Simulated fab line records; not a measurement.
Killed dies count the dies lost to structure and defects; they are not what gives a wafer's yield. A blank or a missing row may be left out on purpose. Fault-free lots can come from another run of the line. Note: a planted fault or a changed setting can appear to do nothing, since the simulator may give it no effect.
Check for tools in common / flow nand-harc / 33 wafers sampled across 11 lots

## REASON IT WAS OPENED
On 3 of the 11 lots, a flag is raised at NHARC_A_CHANNEL_HOLE_D1_INSPECT_40 on the reading raw-defect-count. Wafers without a fault read 61, standard deviation 18.
Rule: flag the lot when none of its wafers has a number, or when each of its wafers that has one lies beyond 4 standard deviations from that mean. All remaining lots are regarded as sound.

lot=L798; measured=day 8 21:44; on=defect-inspect-01; raw-defect-count, wafer by wafer=38 71 49; flag=
lot=L797; measured=day 8 22:10; on=defect-inspect-02; raw-defect-count, wafer by wafer=64 57 93; flag=
lot=L799; measured=day 9 01:54; on=defect-inspect-02; raw-defect-count, wafer by wafer=35 51 40; flag=
lot=L804; measured=day 10 07:10; on=defect-inspect-01; raw-defect-count, wafer by wafer=70 52 55; flag=
lot=L803; measured=day 10 11:22; on=defect-inspect-01; raw-defect-count, wafer by wafer=45 34 60; flag=
lot=L805; measured=day 10 16:18; on=defect-inspect-02; raw-defect-count, wafer by wafer=105 75 83; flag=
lot=L809; measured=day 12 03:14; on=defect-inspect-02; raw-defect-count, wafer by wafer=52 62 51; flag=
lot=L812; measured=day 12 10:35; on=defect-inspect-02; raw-defect-count, wafer by wafer=53 59 80; flag=
lot=L811; measured=day 12 11:44; on=defect-inspect-02; raw-defect-count, wafer by wafer=335 291 345; flag=FLAGGED
lot=L813; measured=day 12 19:35; on=defect-inspect-02; raw-defect-count, wafer by wafer=307 341 314; flag=FLAGGED
lot=L817; measured=day 13 09:51; on=defect-inspect-02; raw-defect-count, wafer by wafer=343 344 296; flag=FLAGGED
The mean of the flagged lots' numbers is 324, +263 from the usual (+15 standard deviations).

## WHICH TOOL RAN EACH LOT
The record holds 4 process steps before the reading, out of a route of 1159 steps. Read each cell as the tool, then ch plus the chambers that the sampled wafers visited, then the start.
lot=L798; flag=; NHARC_A_CHANNEL_HOLE_D1_ETCH_38=rie-diel-03 ch 0,1,3, day 8 14:55; NHARC_A_CHANNEL_HOLE_D1_ETCH_16=rie-diel-03 ch 0,1,3, day 8 16:55 or earlier; NHARC_A_CHANNEL_HOLE_D1_ETCH_22=har-etch-02 ch 0,1, day 8 16:55; NHARC_A_CHANNEL_HOLE_D1_ETCH_23=har-etch-02 ch 0,1, day 8 17:29
lot=L797; flag=; NHARC_A_CHANNEL_HOLE_D1_ETCH_38=rie-diel-12 ch 0,2, day 8 15:18; NHARC_A_CHANNEL_HOLE_D1_ETCH_16=rie-diel-12 ch 0,1, day 8 17:27 or earlier; NHARC_A_CHANNEL_HOLE_D1_ETCH_22=har-etch-01 ch 0,1, day 8 17:27; NHARC_A_CHANNEL_HOLE_D1_ETCH_23=har-etch-01 ch 0,1, day 8 18:04
lot=L799; flag=; NHARC_A_CHANNEL_HOLE_D1_ETCH_38=rie-diel-08 ch 1,2,3, day 8 15:48; NHARC_A_CHANNEL_HOLE_D1_ETCH_16=rie-diel-08 ch 0,2,3, day 8 21:04 or earlier; NHARC_A_CHANNEL_HOLE_D1_ETCH_22=har-etch-02 ch 0,1, day 8 21:04; NHARC_A_CHANNEL_HOLE_D1_ETCH_23=har-etch-02 ch 0,1, day 8 21:38
lot=L804; flag=; NHARC_A_CHANNEL_HOLE_D1_ETCH_38=rie-diel-08 ch 0,1,3, day 10 00:17; NHARC_A_CHANNEL_HOLE_D1_ETCH_16=rie-diel-08 ch 1,2,3, day 10 02:18 or earlier; NHARC_A_CHANNEL_HOLE_D1_ETCH_22=har-etch-02 ch 0,1, day 10 02:18; NHARC_A_CHANNEL_HOLE_D1_ETCH_23=har-etch-02 ch 0,1, day 10 02:52
lot=L803; flag=; NHARC_A_CHANNEL_HOLE_D1_ETCH_38=rie-diel-12 ch 0,2, day 10 01:07; NHARC_A_CHANNEL_HOLE_D1_ETCH_16=rie-diel-12 ch 0,1,2, day 10 06:41 or earlier; NHARC_A_CHANNEL_HOLE_D1_ETCH_22=har-etch-02 ch 0,1, day 10 06:41; NHARC_A_CHANNEL_HOLE_D1_ETCH_23=har-etch-02 ch 0,1, day 10 07:17
lot=L805; flag=; NHARC_A_CHANNEL_HOLE_D1_ETCH_38=rie-diel-08 ch 1,2,3, day 10 09:31; NHARC_A_CHANNEL_HOLE_D1_ETCH_16=rie-diel-08 ch 0,2,3, day 10 11:40 or earlier; NHARC_A_CHANNEL_HOLE_D1_ETCH_22=har-etch-01 ch 0,1, day 10 11:40; NHARC_A_CHANNEL_HOLE_D1_ETCH_23=har-etch-01 ch 0,1, day 10 12:16
lot=L809; flag=; NHARC_A_CHANNEL_HOLE_D1_ETCH_38=rie-diel-03 ch 0,1,3, day 11 20:24; NHARC_A_CHANNEL_HOLE_D1_ETCH_16=rie-diel-03 ch 2,3, day 11 22:33 or earlier; NHARC_A_CHANNEL_HOLE_D1_ETCH_22=har-etch-02 ch 0,1, day 11 22:33; NHARC_A_CHANNEL_HOLE_D1_ETCH_23=har-etch-02 ch 0,1, day 11 23:10
lot=L812; flag=; NHARC_A_CHANNEL_HOLE_D1_ETCH_38=rie-diel-03 ch 0,2, day 12 03:46; NHARC_A_CHANNEL_HOLE_D1_ETCH_16=rie-diel-03 ch 1,3, day 12 05:55 or earlier; NHARC_A_CHANNEL_HOLE_D1_ETCH_22=har-etch-01 ch 0,1, day 12 05:55; NHARC_A_CHANNEL_HOLE_D1_ETCH_23=har-etch-01 ch 0,1, day 12 06:32
lot=L811; flag=FLAGGED; NHARC_A_CHANNEL_HOLE_D1_ETCH_38=rie-diel-12 ch 0,2,3, day 12 04:44; NHARC_A_CHANNEL_HOLE_D1_ETCH_16=rie-diel-12 ch 0,2,3, day 12 06:59 or earlier; NHARC_A_CHANNEL_HOLE_D1_ETCH_22=har-etch-02 ch 0,1, day 12 06:59; NHARC_A_CHANNEL_HOLE_D1_ETCH_23=har-etch-02 ch 0,1, day 12 07:34
lot=L813; flag=FLAGGED; NHARC_A_CHANNEL_HOLE_D1_ETCH_38=rie-diel-08 ch 0,1, day 12 12:41; NHARC_A_CHANNEL_HOLE_D1_ETCH_16=rie-diel-08 ch 1,2, day 12 14:46 or earlier; NHARC_A_CHANNEL_HOLE_D1_ETCH_22=har-etch-02 ch 0,1, day 12 14:46; NHARC_A_CHANNEL_HOLE_D1_ETCH_23=har-etch-02 ch 0,1, day 12 15:19
lot=L817; flag=FLAGGED; NHARC_A_CHANNEL_HOLE_D1_ETCH_38=rie-diel-12 ch 1,2,3, day 13 03:03; NHARC_A_CHANNEL_HOLE_D1_ETCH_16=rie-diel-12 ch 0,1, day 13 05:00 or earlier; NHARC_A_CHANNEL_HOLE_D1_ETCH_22=har-etch-02 ch 0,1, day 13 05:00; NHARC_A_CHANNEL_HOLE_D1_ETCH_23=har-etch-02 ch 0,1, day 13 05:34
These steps, and what they do:
- NHARC_A_CHANNEL_HOLE_D1_ETCH_38: etches the open film in CF4, target depth 39 nm, time 65 s.
- NHARC_A_CHANNEL_HOLE_D1_ETCH_16: etches the open film in O2/COS, target depth 3100 nm, time 806 s.
- NHARC_A_CHANNEL_HOLE_D1_ETCH_22: etches the open film in C4F8/O2/Ar, time 666.7 s, target depth 1600 nm.
- NHARC_A_CHANNEL_HOLE_D1_ETCH_23: etches the open film in C4F8/O2/Ar, time 819 s, target depth 1600 nm.
- NHARC_A_CHANNEL_HOLE_D1_INSPECT_40

## FLAGGED OVER TOTAL, TOOL BY TOOL (the gauges that took the reading come last)
step=NHARC_A_CHANNEL_HOLE_D1_ETCH_38; tool=rie-diel-03; lots run=3; flagged=0; share of the flagged lots=none; sound lots run after its first flagged lot=-
step=NHARC_A_CHANNEL_HOLE_D1_ETCH_38; tool=rie-diel-08; lots run=4; flagged=1; share of the flagged lots=some; sound lots run after its first flagged lot=0
step=NHARC_A_CHANNEL_HOLE_D1_ETCH_38; tool=rie-diel-12; lots run=4; flagged=2; share of the flagged lots=some; sound lots run after its first flagged lot=0
step=NHARC_A_CHANNEL_HOLE_D1_ETCH_16; tool=rie-diel-03; lots run=3; flagged=0; share of the flagged lots=none; sound lots run after its first flagged lot=-
step=NHARC_A_CHANNEL_HOLE_D1_ETCH_16; tool=rie-diel-08; lots run=4; flagged=1; share of the flagged lots=some; sound lots run after its first flagged lot=0
step=NHARC_A_CHANNEL_HOLE_D1_ETCH_16; tool=rie-diel-12; lots run=4; flagged=2; share of the flagged lots=some; sound lots run after its first flagged lot=0
step=NHARC_A_CHANNEL_HOLE_D1_ETCH_22; tool=har-etch-01; lots run=3; flagged=0; share of the flagged lots=none; sound lots run after its first flagged lot=-
step=NHARC_A_CHANNEL_HOLE_D1_ETCH_22; tool=har-etch-02; lots run=8; flagged=3; share of the flagged lots=all; sound lots run after its first flagged lot=0
step=NHARC_A_CHANNEL_HOLE_D1_ETCH_23; tool=har-etch-01; lots run=3; flagged=0; share of the flagged lots=none; sound lots run after its first flagged lot=-
step=NHARC_A_CHANNEL_HOLE_D1_ETCH_23; tool=har-etch-02; lots run=8; flagged=3; share of the flagged lots=all; sound lots run after its first flagged lot=0
step=NHARC_A_CHANNEL_HOLE_D1_INSPECT_40; tool=defect-inspect-01; lots run=3; flagged=0; share of the flagged lots=none; sound lots run after its first flagged lot=-
step=NHARC_A_CHANNEL_HOLE_D1_INSPECT_40; tool=defect-inspect-02; lots run=8; flagged=3; share of the flagged lots=all; sound lots run after its first flagged lot=0
Because NHARC_A_CHANNEL_HOLE_D1_ETCH_16 lacks a start for some lots, the hours and order of its lots are taken from NHARC_A_CHANNEL_HOLE_D1_ETCH_22.

## WHAT THE TABLE ALLOWS
Every flagged lot was run by 3 rows of the table: har-etch-02 at NHARC_A_CHANNEL_HOLE_D1_ETCH_22, har-etch-02 at NHARC_A_CHANNEL_HOLE_D1_ETCH_23 and defect-inspect-02 at NHARC_A_CHANNEL_HOLE_D1_INSPECT_40.
- har-etch-02 at NHARC_A_CHANNEL_HOLE_D1_ETCH_22: 3 of its 8 lots flagged. Last sound lot L809 at day 11 22:33, first flagged lot L811 at day 12 06:59; a fault beginning in between fits.
- har-etch-02 at NHARC_A_CHANNEL_HOLE_D1_ETCH_23: 3 of its 8 lots flagged. Last sound lot L809 at day 11 23:10, first flagged lot L811 at day 12 07:34; a fault beginning in between fits.
- defect-inspect-02 at NHARC_A_CHANNEL_HOLE_D1_INSPECT_40: 3 of its 8 lots flagged. Last sound lot L812 at day 12 10:35, first flagged lot L811 at day 12 11:44; a fault beginning in between fits.
These 2 tools cannot be told apart by counting lots, since each of them fits a fault that started at some hour. More lots, or a look at what each step does to the wafer, might.

## WHAT THE SIMULATOR HAD PUT IN
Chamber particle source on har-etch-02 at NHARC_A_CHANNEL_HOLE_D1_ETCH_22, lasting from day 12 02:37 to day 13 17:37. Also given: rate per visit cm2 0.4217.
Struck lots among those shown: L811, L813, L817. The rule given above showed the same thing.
